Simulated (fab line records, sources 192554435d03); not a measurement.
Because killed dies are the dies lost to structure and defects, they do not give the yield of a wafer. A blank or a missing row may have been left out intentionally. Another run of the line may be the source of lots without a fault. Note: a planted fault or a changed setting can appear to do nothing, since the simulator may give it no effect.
Which of the tools did it?    flow n5Finfet    33 wafers from 11 lots sampled at 3 of the route's 1938 steps

== WHAT THE GAUGES READ, wafer by wafer ==
N5_PASSIVATION_CD_MEAS_44: the cd target is 40000 nm. Usual: cdNm reads 40001 nm (standard deviation 3.9).
lot   measured      on        cdNm (nm)          flag
L156  day 12 06:37  cdSem-01  39995 39998 40003  
L158  day 12 16:06  cdSem-02  39995 39995 40001  
L159  day 13 00:08  cdSem-01  40005 40005 40006  
L160  day 13 17:47  cdSem-01  39999 39995 40000  
L163  day 14 02:40  cdSem-01  39996 39996 39999  
L164  day 14 03:41  cdSem-01  40001 39994 40004  
L168  day 16 04:47  cdSem-02  40001 39996 40001  
L173  day 16 15:46  cdSem-02  39996 40002 40005  
L174  day 17 03:18  cdSem-01  39999 40000 39999  
L177  day 17 22:04  cdSem-01  40000 39996 39998  
L178  day 17 23:47  cdSem-01  40006 40005 40005  

N5_PASSIVATION_OVL_MEAS_66. Usual: for PASS_OPEN_OVL the level is -5 nm and the standard deviation is 5.8.
lot   measured      on          PASS_OPEN_OVL (nm)  flag
L156  day 12 06:39  overlay-01  -4 1 -8             
L158  day 12 16:08  overlay-01  -9 -9 1             
L159  day 13 00:10  overlay-02  -1 -6 -4            
L160  day 13 17:49  overlay-02  1 -3 0              
L163  day 14 02:44  overlay-02  -3 0 -8             
L164  day 14 03:43  overlay-02  2 -3 -10            
L168  day 16 04:50  overlay-02  -7 -3 -2            
L173  day 16 15:47  overlay-02  1 -5 -11            
L174  day 17 03:20  overlay-02  -6 2 -2             
L177  day 17 22:06  overlay-02  10 3 3              
L178  day 17 23:49  overlay-01  -10 -9 -9           

== WHICH TOOL RAN EACH LOT (tool, then ch and the chambers of the sampled wafers, then the start) ==
lot   N5_BEOL_M0_ETCH_128
L156  rieDiel-06 ch 1,2,3, day 6 00:15
L158  rieDiel-02 ch 0,1,2, day 6 12:31
L159  rieDiel-03 ch 2,3, day 6 22:32
L160  rieDiel-02 ch 0,1,3, day 7 03:05
L163  rieDiel-02 ch 1,2, day 7 19:50
L164  rieDiel-06 ch 1,2,3, day 7 23:03
L168  rieDiel-06 ch 0,1,3, day 9 04:05
L173  rieDiel-06 ch 0,3, day 10 09:19
L174  rieDiel-06 ch 2,3, day 10 13:00
L177  rieDiel-03 ch 0,2,3, day 11 11:16
L178  rieDiel-02 ch 0,1,2, day 11 15:42
- N5_BEOL_M0_ETCH_128: etches SiCN in CF4/N2, target depth 12 nm, overetch 5.1 nm, time 21.4 s.

== AS READ BY THE TOOLS THEMSELVES (means over the sampled wafers that have a number; for cases with no such wafer, the mark the record gives instead) ==
N5_BEOL_M0_ETCH_128. Usual: drypumpMotorCurrentA 5.5 A, standard deviation 0.42; oesProductAu 0.56 a.u., standard deviation 0.063; rfVppV 382.5 V, standard deviation 1.9; showerheadPlenumPTorr 2.22 Torr, standard deviation 0.071; throttleValvePct 15.42 %, standard deviation 0.23.
lot   tool        drypumpMotorCurrentA (A)  oesProductAu (a.u.)  rfVppV (V)  showerheadPlenumPTorr (Torr)  throttleValvePct (%)  flag
L156  rieDiel-06  5.2                       0.60                 383.8       2.27                          15.38                 
L158  rieDiel-02  5.7                       0.61                 381.0       2.18                          15.34                 
L159  rieDiel-03  5.7                       0.55                 383.5       2.29                          15.39                 
L160  rieDiel-02  5.5                       0.60                 382.4       2.21                          15.36                 
L163  rieDiel-02  5.8                       0.57                 380.8       2.17                          15.41                 
L164  rieDiel-06  5.2                       0.59                 383.7       2.26                          15.41                 
L168  rieDiel-06  5.4                       0.53                 382.0       2.21                          15.56                 
L173  rieDiel-06  5.3                       0.60                 381.0       2.16                          15.48                 
L174  rieDiel-06  5.1                       0.62                 382.4       2.21                          15.34                 
L177  rieDiel-03  5.7                       0.58                 384.0       2.29                          15.32                 
L178  rieDiel-02  5.7                       0.57                 381.5       2.17                          15.45                 

== THE ANSWER, worked out from the rows above alone ==
Rule: a lot is off if the mean of its wafers that have a number lies more than 3 standard deviations from the usual mean. A lot without any number at a reading at which 4 lots or more have one is off too. All remaining lots with rows at the step are treated as sound. First the gauges in route order, then the tools' own readings, where a lot's mean is used as printed above. At the first step where some lot is off, the reading lying furthest off is the one used; lots without a number count as furthest.
Across all readings shown, no lot is off: no conclusion can be drawn from this.

== WHAT THE SIMULATOR HAD INSERTED ==
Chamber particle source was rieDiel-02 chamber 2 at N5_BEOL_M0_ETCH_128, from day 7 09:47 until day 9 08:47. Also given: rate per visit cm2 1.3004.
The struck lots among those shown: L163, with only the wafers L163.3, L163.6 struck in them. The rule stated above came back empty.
